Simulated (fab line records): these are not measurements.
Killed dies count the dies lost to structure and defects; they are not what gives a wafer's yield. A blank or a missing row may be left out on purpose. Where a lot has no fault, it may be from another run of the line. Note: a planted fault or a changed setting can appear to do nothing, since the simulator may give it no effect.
Comparing a struck lot with a sound one | flow nand-harc | 12 out of 1302 route steps
Sound: the wafers L136.1, L136.2, L136.3. The struck wafers were L129.1, L129.2, L129.5. The cause is named last.
For every step that has rows: the tool of each side, followed by ch and its chambers, followed by its first start. Under that, the readings that differ: sound wafers | struck wafers | difference of the means | sigmas: that difference in standard deviations of wafers without a fault.
alike: readings whose means differ by less than 2 such deviations, and words and numbers that are the same on both sides. not compared: withheld readings, readings that some wafer has no value for, bounds like >300 that may hide the same value, and numbers for which the record gives no deviation and whose values overlap.
A row with sigmas, a row that says differs or no value, or rows on one side alone: a step with any of these is where the two part. When numbers do not overlap yet have no deviation, they are printed without sigmas and do not part them. A reading missing from all wafers of one side parts the sides only when that side holds two or more wafers.

first, 2 steps without rows for these wafers: NHARC_A_STAIRCASE_PRECLEAN_297 (cleans in SC1); NHARC_A_STAIRCASE_SRD_298.
NHARC_A_STAIRCASE_HM_DEP_462: deposits aC, target thk 800 nm.
  sound on acl-dep-03 ch 0, day 24 19:32; struck on acl-dep-03 ch 0, day 21 14:52
  alike: throttle-valve-pct
NHARC_A_STAIRCASE_DEP_301: deposits SiON, target thk 30 nm.
  sound on pecvd-01 ch 0,2, day 24 21:23; struck on pecvd-03 ch 0,2, day 21 16:44
  alike: heater-power-w
then, 7 steps without rows for these wafers: NHARC_A_STAIRCASE_DEHYDRATE_302 (time 120 s); NHARC_A_STAIRCASE_HMDS_303 (time 30 s); NHARC_A_STAIRCASE_COAT_304; NHARC_A_STAIRCASE_SOFTBAKE_305 (time 170 s); NHARC_A_STAIRCASE_EBR_306; NHARC_A_STAIRCASE_EXPOSE_307 (exposes mask CHOP 50); NHARC_A_STAIRCASE_PEB_308 (peb time 130 s).
NHARC_A_STAIRCASE_DEVELOP_309: time 140 s.
  sound on litho-track-02 ch 0, day 24 22:00; struck on litho-track-05, day 21 17:00
  no value came back on the struck wafers for chill-plate-temp-C (C), exhaust-pa (Pa); on the sound wafers chill-plate-temp-C (C) reads 22.88 22.81 22.87

== WHERE THEY PART ==
Only at NHARC_A_STAIRCASE_DEVELOP_309, within this record.

WHY: whatever the simulator had introduced
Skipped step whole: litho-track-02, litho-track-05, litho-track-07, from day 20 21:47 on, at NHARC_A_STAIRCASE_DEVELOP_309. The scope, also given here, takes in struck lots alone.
